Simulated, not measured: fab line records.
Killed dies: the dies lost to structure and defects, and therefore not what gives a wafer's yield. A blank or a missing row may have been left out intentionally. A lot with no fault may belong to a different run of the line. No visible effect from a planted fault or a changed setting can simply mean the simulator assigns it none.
Which tool is to blame?	flow nand harc	24 lots with 72 wafers sampled at 6 steps, on a route of 1302 steps

== WHAT THE GAUGES SHOWED, per wafer ==
The record holds no reading of a measuring or inspecting step that can be judged against a usual standard deviation.

== EACH LOT AND THE TOOL THAT RAN IT (in order: tool; ch and the chambers of the sampled wafers; start) ==
lot	NHARC_A_STAIRCASE_DEP_156	NHARC_A_STAIRCASE_TRIM_12	NHARC_A_STAIRCASE_TRIM_22	NHARC_A_STAIRCASE_STRIP_205	NHARC_A_STAIRCASE_DESCUM_219	NHARC_A_STAIRCASE_ETCH_227
L074	pecvd-01 ch 1,2, day 15 11:41	rie diel-08 ch 2,3, day 15 14:32	rie diel-12 ch 0,1, day 15 20:59 or earlier	plasma asher-02 ch 0,1, day 15 20:59	rie diel-12 ch 0,1,3, day 15 22:16	rie diel-12 ch 1,2,3, no start
L076	pecvd-04 ch 0,2, day 16 07:20	rie diel-07 ch 0,1,3, day 16 10:22	rie diel-07 ch 0,2,3, day 16 16:58 or earlier	plasma asher-01 ch 0,1, day 16 16:58	rie diel-07 ch 2,3, day 16 18:34	rie diel-07 ch 0,1,3, no start
L075	pecvd-04 ch 0,2, day 16 07:47	rie diel-12 ch 2,3, day 16 10:42	rie diel-12 ch 0,2, day 16 17:20 or earlier	plasma asher-01 ch 0,1, day 16 17:20	rie diel-12 ch 0,2, day 16 18:47	rie diel-12 ch 2,3, no start
L077	pecvd-02 ch 0,1,2, day 16 22:57	rie diel-07 ch 1,2, day 17 01:41	rie diel-07 ch 2,3, day 17 08:01 or earlier	plasma asher-02 ch 0,1, day 17 08:01	rie diel-07 ch 1,3, day 17 09:29	rie diel-07 ch 2,3, no start
L079	pecvd-04 ch 0,1, day 17 11:54	rie diel-08 ch 0,2,3, day 17 14:50	rie diel-08 ch 0,1,3, day 18 01:37 or earlier	plasma asher-01 ch 0,1, day 18 01:37	rie diel-12 ch 0,1,2, day 18 03:05	rie diel-12 ch 0,1,2, no start
L078	pecvd-01 ch 0,1,2, day 17 12:06	rie diel-07 ch 2,3, day 17 15:01	rie diel-07 ch 1,2,3, day 18 01:18 or earlier	plasma asher-02 ch 0,1, day 18 01:18	rie diel-12 ch 0,1,3, day 18 02:47	rie diel-12 ch 0,1,3, no start
L080	pecvd-02 ch 0,1,2, day 17 22:10	rie diel-08 ch 0,2,3, day 18 00:56	rie diel-12 ch 0,1,2, day 18 06:38 or earlier	plasma asher-01 ch 0,1, day 18 06:38	rie diel-07 ch 1,2,3, day 18 08:10	rie diel-07 ch 0,2,3, no start
L081	pecvd-01 ch 1,2, day 18 21:28	rie diel-08 ch 1,2,3, day 19 00:13	rie diel-08 ch 1,3, day 19 06:55 or earlier	plasma asher-02 ch 0,1, day 19 06:55	rie diel-12 ch 0,1,3, day 19 08:19	rie diel-12 ch 0,2,3, no start
L082	pecvd-01 ch 0,1, day 19 00:59	rie diel-08 ch 1,2,3, day 19 03:40	rie diel-08 ch 0,1,3, day 19 09:34 or earlier	plasma asher-01 ch 0,1, day 19 09:34	rie diel-08 ch 1,2, day 19 11:04	rie diel-08 ch 0,2,3, no start
L083	pecvd-02 ch 0,1,2, day 19 15:50	rie diel-08 ch 1,3, day 19 18:50	rie diel-07 ch 1,2,3, day 20 01:11 or earlier	plasma asher-01 ch 0,1, day 20 01:11	rie diel-12 ch 1,2,3, day 20 03:16	rie diel-12 ch 0,3, no start
L084	pecvd-01 ch 0,1, day 20 00:56	rie diel-12 ch 0,1,3, day 20 03:52	rie diel-12 ch 1,2,3, day 20 09:55 or earlier	plasma asher-02 ch 0,1, day 20 09:55	rie diel-12 ch 0,1, day 20 11:25	rie diel-12 ch 0,1,3, no start
L085	pecvd-01 ch 0,1,2, day 20 04:39	rie diel-12 ch 0,2, day 20 07:50	rie diel-07 ch 1,2, day 20 13:38 or earlier	plasma asher-01 ch 0,1, day 20 13:38	rie diel-07 ch 0,2,3, day 20 15:09	rie diel-08 ch 0,1, no start
L087	pecvd-04 ch 0,1, day 20 10:19	rie diel-07 ch 0,3, day 20 13:10	rie diel-07 ch 0,1,3, day 20 23:08 or earlier	plasma asher-01 ch 0,1, day 20 23:08	rie diel-07 ch 0,3, day 21 00:37	rie diel-07 ch 0,1,3, no start
L086	pecvd-02 ch 0,1,2, day 20 10:26	rie diel-08 ch 0,1,2, day 20 13:23	rie diel-12 ch 1,2,3, day 20 23:19 or earlier	plasma asher-02 ch 0,1, day 20 23:19	rie diel-08 ch 0,2,3, day 21 00:47	rie diel-08 ch 1,2, no start
L088	pecvd-04 ch 0,1,2, day 21 16:10	rie diel-08 ch 1,2,3, day 21 19:07	rie diel-08 ch 1,2, day 22 01:19 or earlier	plasma asher-01 ch 0,1, day 22 01:19	rie diel-07 ch 1,2, day 22 02:50	rie diel-07 ch 0,1,2, no start
L089	pecvd-02 ch 1,2, day 21 16:11	rie diel-12 ch 1,2,3, day 21 19:14	rie diel-12 ch 0,2, day 22 02:25 or earlier	plasma asher-01 ch 1, day 22 02:25	rie diel-07 ch 0,2,3, day 22 03:53	rie diel-07 ch 0,2, no start
L090	pecvd-02 ch 0,2, day 22 11:03	rie diel-12 ch 1,2, day 22 14:00	rie diel-07 ch 1,2,3, day 22 19:53 or earlier	plasma asher-02 ch 0,1, day 22 19:53	rie diel-07 ch 0,3, day 22 21:14	rie diel-07 ch 0,1, no start
L091	pecvd-02 ch 0,1,2, day 22 22:42	rie diel-12 ch 0,1, day 23 01:44	rie diel-12 ch 1,3, day 23 09:58 or earlier	plasma asher-01 ch 0,1, day 23 09:58	rie diel-07 ch 1,2,3, day 23 11:24	rie diel-07 ch 0,2,3, no start
L092	pecvd-04 ch 0,1, day 22 22:44	rie diel-08 ch 1,3, day 23 01:54	rie diel-07 ch 0,1,3, day 23 10:20 or earlier	plasma asher-01 ch 0,1, day 23 10:20	rie diel-08 ch 1,3, day 23 11:52	rie diel-08 ch 0,1,3, no start
L093	pecvd-02 ch 1,2, day 23 13:17	rie diel-12 ch 1,3, day 23 15:56	rie diel-07 ch 0,3, day 24 01:06 or earlier	plasma asher-02 ch 0, day 24 01:06	rie diel-12 ch 1,2,3, day 24 02:27	rie diel-12 ch 0,2,3, no start
L094	pecvd-01 ch 0,2, day 23 16:57	rie diel-12 ch 0,1,3, day 24 00:22	rie diel-12 ch 1,2, day 24 07:11 or earlier	plasma asher-01 ch 0,1, day 24 07:11	rie diel-07 ch 1,2, day 24 08:40	rie diel-07 ch 1,3, no start
L096	pecvd-01 ch 1,2, day 24 17:06	rie diel-12 ch 0,1,2, day 24 19:52	rie diel-07 ch 1,2,3, day 25 02:05 or earlier	plasma asher-01 ch 0,1, day 25 02:05	rie diel-08 ch 1,2,3, day 25 03:37	rie diel-08 ch 1,2,3, no start
L095	pecvd-02 ch 0,2, day 24 17:07	rie diel-12 ch 0,2, day 24 20:12	rie diel-07 ch 1,3, day 25 02:22 or earlier	plasma asher-02 ch 0,1, day 25 02:22	rie diel-12 ch 0,1, day 25 03:47	rie diel-12 ch 0,2, no start
L097	pecvd-01 ch 1,2, day 25 20:50	rie diel-12 ch 0,2, day 25 23:36	rie diel-12 ch 2,3, day 26 06:28 or earlier	plasma asher-01 ch 0,1, day 26 06:28	rie diel-07 ch 0,2, day 26 08:00	rie diel-07 ch 1,3, no start
- NHARC_A_STAIRCASE_DEP_156: deposits SiNx, target thk 50 nm.
- NHARC_A_STAIRCASE_TRIM_12: chemistry O2, time 211.2 s.
- NHARC_A_STAIRCASE_TRIM_22: chemistry O2, time 211.2 s.
- NHARC_A_STAIRCASE_STRIP_205: strips in O2.
- NHARC_A_STAIRCASE_DESCUM_219: chemistry O2, time 3 s.
- NHARC_A_STAIRCASE_ETCH_227: etches the open film in C4F8/O2, target depth 100 nm, time 40.5 s.

== AS READ BY THE TOOLS THEMSELVES (means over the sampled wafers that have a number; for cases with no such wafer, the mark the record gives instead) ==
NHARC_A_STAIRCASE_DEP_156. Usual: heater power w 754 W, standard deviation 93.
lot	tool	heater power w (W)	flag
L074	pecvd-01	645	
L076	pecvd-04	798	
L075	pecvd-04	840	
L077	pecvd-02	718	
L079	pecvd-04	799	
L078	pecvd-01	732	
L080	pecvd-02	768	
L081	pecvd-01	686	
L082	pecvd-01	789	
L083	pecvd-02	773	
L084	pecvd-01	807	
L085	pecvd-01	706	
L087	pecvd-04	792	
L086	pecvd-02	715	
L088	pecvd-04	825	
L089	pecvd-02	707	
L090	pecvd-02	850	
L091	pecvd-02	764	
L092	pecvd-04	852	
L093	pecvd-02	766	
L094	pecvd-01	784	
L096	pecvd-01	665	
L095	pecvd-02	835	
L097	pecvd-01	605	

NHARC_A_STAIRCASE_TRIM_12. Usual: drypump motor current A 5.8 A, standard deviation 0.34; oes product au 0.999 a.u., standard deviation 0.011; rf vpp V 57.7 V, standard deviation 0.94; showerhead plenum p Torr 3.50 Torr, standard deviation 0.12; throttle valve pct 17.036 %, standard deviation 0.0091.
lot	tool	drypump motor current A (A)	oes product au (a.u.)	rf vpp V (V)	showerhead plenum p Torr (Torr)	throttle valve pct (%)	flag
L074	rie diel-08	6.2	0.985	58.1	3.66	17.030	
L076	rie diel-07	5.7	0.997	58.0	3.42	17.033	
L075	rie diel-12	6.0	0.998	57.9	3.62	17.039	
L077	rie diel-07	6.1	1.008	57.4	3.47	17.037	
L079	rie diel-08	6.0	0.994	56.3	3.53	17.039	
L078	rie diel-07	5.3	1.009	57.9	3.42	17.039	
L080	rie diel-08	6.1	0.987	57.7	3.52	17.034	
L081	rie diel-08	5.9	1.010	57.7	3.56	17.036	
L082	rie diel-08	5.9	1.007	57.6	3.56	17.038	
L083	rie diel-08	6.1	1.012	58.1	3.57	17.034	
L084	rie diel-12	5.8	0.988	58.2	3.48	17.032	
L085	rie diel-12	5.8	0.999	57.4	3.55	17.046	
L087	rie diel-07	5.2	1.000	57.8	3.40	17.038	
L086	rie diel-08	5.8	0.997	58.0	3.43	17.047	
L088	rie diel-08	5.9	0.997	57.2	3.55	17.031	
L089	rie diel-12	5.8	0.990	58.7	3.53	17.044	
L090	rie diel-12	5.7	0.994	58.0	3.52	17.033	
L091	rie diel-12	5.7	0.994	56.6	3.42	17.039	
L092	rie diel-08	6.1	1.002	57.9	3.56	17.035	
L093	rie diel-12	5.7	0.993	57.3	3.46	17.040	
L094	rie diel-12	5.8	0.997	57.9	3.47	17.035	
L096	rie diel-12	5.7	1.005	57.8	3.46	17.032	
L095	rie diel-12	5.8	1.005	56.6	3.53	17.036	
L097	rie diel-12	5.8	1.008	58.5	3.53	17.035	

NHARC_A_STAIRCASE_TRIM_22. Usual: drypump motor current A 5.8 A, standard deviation 0.41; oes product au 0.999 a.u., standard deviation 0.011; rf vpp V 57.7 V, standard deviation 0.83; showerhead plenum p Torr 3.47 Torr, standard deviation 0.1; throttle valve pct 17.036 %, standard deviation 0.0091.
lot	tool	drypump motor current A (A)	oes product au (a.u.)	rf vpp V (V)	showerhead plenum p Torr (Torr)	throttle valve pct (%)	flag
L074	rie diel-12	5.7	0.983	57.2	3.45	17.043	
L076	rie diel-07	5.5	0.998	58.1	3.46	17.027	
L075	rie diel-12	5.8	0.992	58.5	3.51	17.048	
L077	rie diel-07	5.6	1.018	57.7	3.46	17.032	
L079	rie diel-08	5.9	1.006	57.8	3.46	17.036	
L078	rie diel-07	5.7	1.012	58.2	3.42	17.047	
L080	rie diel-12	5.8	0.989	57.7	3.49	17.037	
L081	rie diel-08	6.1	1.008	58.5	3.58	17.035	
L082	rie diel-08	5.9	1.011	57.6	3.45	17.042	
L083	rie diel-07	5.7	0.997	57.6	3.41	17.037	
L084	rie diel-12	5.8	0.986	58.2	3.54	17.034	
L085	rie diel-07	6.2	1.008	58.0	3.42	17.037	
L087	rie diel-07	5.7	0.996	57.6	3.40	17.026	
L086	rie diel-12	5.8	0.983	57.9	3.54	17.039	
L088	rie diel-08	5.6	1.009	58.6	3.46	17.034	
L089	rie diel-12	5.9	1.002	57.7	3.54	17.037	
L090	rie diel-07	5.7	0.996	57.3	3.41	17.038	
L091	rie diel-12	5.8	0.995	57.6	3.46	17.035	
L092	rie diel-07	5.7	0.997	57.7	3.40	17.035	
L093	rie diel-07	5.6	0.993	57.9	3.43	17.039	
L094	rie diel-12	5.8	1.000	57.6	3.52	17.043	
L096	rie diel-07	5.7	0.998	57.2	3.40	17.033	
L095	rie diel-07	5.3	0.997	57.4	3.35	17.044	
L097	rie diel-12	6.0	0.987	58.1	3.58	17.036	

NHARC_A_STAIRCASE_STRIP_205. Usual: drypump motor current A 6.0 A, standard deviation 0.49; heater power w 350 W, standard deviation 34.
lot	tool	drypump motor current A (A)	heater power w (W)	flag
L074	plasma asher-02	5.5	388	
L076	plasma asher-01	6.1	325	
L075	plasma asher-01	6.4	327	
L077	plasma asher-02	5.4	383	
L079	plasma asher-01	6.4	327	
L078	plasma asher-02	5.5	382	
L080	plasma asher-01	6.1	325	
L081	plasma asher-02	5.6	402	
L082	plasma asher-01	6.4	324	
L083	plasma asher-01	6.4	326	
L084	plasma asher-02	5.5	398	
L085	plasma asher-01	6.1	325	
L087	plasma asher-01	6.4	325	
L086	plasma asher-02	5.5	392	
L088	plasma asher-01	6.4	327	
L089	plasma asher-01	5.8	333	
L090	plasma asher-02	5.6	392	
L091	plasma asher-01	6.1	317	
L092	plasma asher-01	6.1	318	
L093	plasma asher-02	5.4	395	
L094	plasma asher-01	6.1	322	
L096	plasma asher-01	6.1	325	
L095	plasma asher-02	5.4	403	
L097	plasma asher-01	6.1	322	

NHARC_A_STAIRCASE_DESCUM_219. Usual: drypump motor current A 5.7 A, standard deviation 0.41; oes product au 1.000 a.u., standard deviation 0.012; rf vpp V 57.7 V, standard deviation 0.93; showerhead plenum p Torr 1.88 Torr, standard deviation 0.061; throttle valve pct 11.312 %, standard deviation 0.0088.
lot	tool	drypump motor current A (A)	oes product au (a.u.)	rf vpp V (V)	showerhead plenum p Torr (Torr)	throttle valve pct (%)	flag
L074	rie diel-12	5.8	0.991	57.7	1.90	11.306	
L076	rie diel-07	5.6	1.012	57.3	1.87	11.307	
L075	rie diel-12	5.8	0.991	57.8	1.90	11.310	
L077	rie diel-07	5.7	0.997	58.2	1.83	11.310	
L079	rie diel-12	5.7	0.999	58.1	1.89	11.311	
L078	rie diel-12	5.8	0.997	58.4	1.89	11.305	
L080	rie diel-07	5.7	1.011	57.3	1.85	11.311	
L081	rie diel-12	5.8	1.000	58.7	1.89	11.317	
L082	rie diel-08	5.8	1.010	57.8	1.92	11.313	
L083	rie diel-12	5.8	0.981	58.6	1.92	11.319	
L084	rie diel-12	5.7	0.981	59.0	1.85	11.320	
L085	rie diel-07	5.5	0.999	57.5	1.86	11.311	
L087	rie diel-07	5.5	0.996	56.5	1.86	11.316	
L086	rie diel-08	6.0	1.001	57.6	1.90	11.306	
L088	rie diel-07	6.1	1.006	57.6	1.87	11.322	
L089	rie diel-07	5.5	1.000	57.8	1.86	11.321	
L090	rie diel-07	5.5	0.996	57.3	1.86	11.315	
L091	rie diel-07	5.7	1.003	57.3	1.84	11.319	
L092	rie diel-08	5.8	1.010	57.8	1.88	11.311	
L093	rie diel-12	5.8	0.997	57.5	1.91	11.314	
L094	rie diel-07	6.2	1.016	57.5	1.84	11.310	
L096	rie diel-08	5.9	1.009	58.0	1.92	11.304	
L095	rie diel-12	5.7	0.995	56.2	1.84	11.315	
L097	rie diel-07	5.8	1.003	56.8	1.87	11.306	

NHARC_A_STAIRCASE_ETCH_227. Usual: oes product au 0.942 a.u., standard deviation 0.011; rf vpp V 894 V, standard deviation 4.
lot	tool	oes product au (a.u.)	rf vpp V (V)	flag
L074	rie diel-12	0.943	896	
L076	rie diel-07	0.941	891	
L075	rie diel-12	0.946	899	
L077	rie diel-07	0.956	892	
L079	rie diel-12	0.927	895	
L078	rie diel-12	0.935	895	
L080	rie diel-07	0.943	892	
L081	rie diel-12	0.940	896	
L082	rie diel-08	0.944	896	
L083	rie diel-12	0.939	896	
L084	rie diel-12	0.931	895	
L085	rie diel-08	0.953	889	
L087	rie diel-07	0.941	892	
L086	rie diel-08	0.945	897	
L088	rie diel-07	0.946	893	
L089	rie diel-07	0.939	894	
L090	rie diel-07	0.949	892	
L091	rie diel-07	0.937	893	
L092	rie diel-08	0.950	891	
L093	rie diel-12	0.934	897	
L094	rie diel-07	0.931	890	
L096	rie diel-08	0.943	896	
L095	rie diel-12	0.945	896	
L097	rie diel-07	0.944	890	

== THE ANSWER, worked out from the rows above alone ==
Rule: lot off if the mean of its wafers having a number is beyond 3 standard deviations from the usual mean. A lot without any number at a reading at which 4 lots or more have one is off too. Where the step has rows for the other lots, those lots are counted as sound. First the gauges in route order, then the tools' own readings, where a lot's mean is used as printed above. At the first step where some lot is off, the reading lying furthest off is the one used; lots without a number count as furthest.
No lot is off on any of the readings shown, so nothing can be concluded from this.

== WHAT THE SIMULATOR HAD INSERTED ==
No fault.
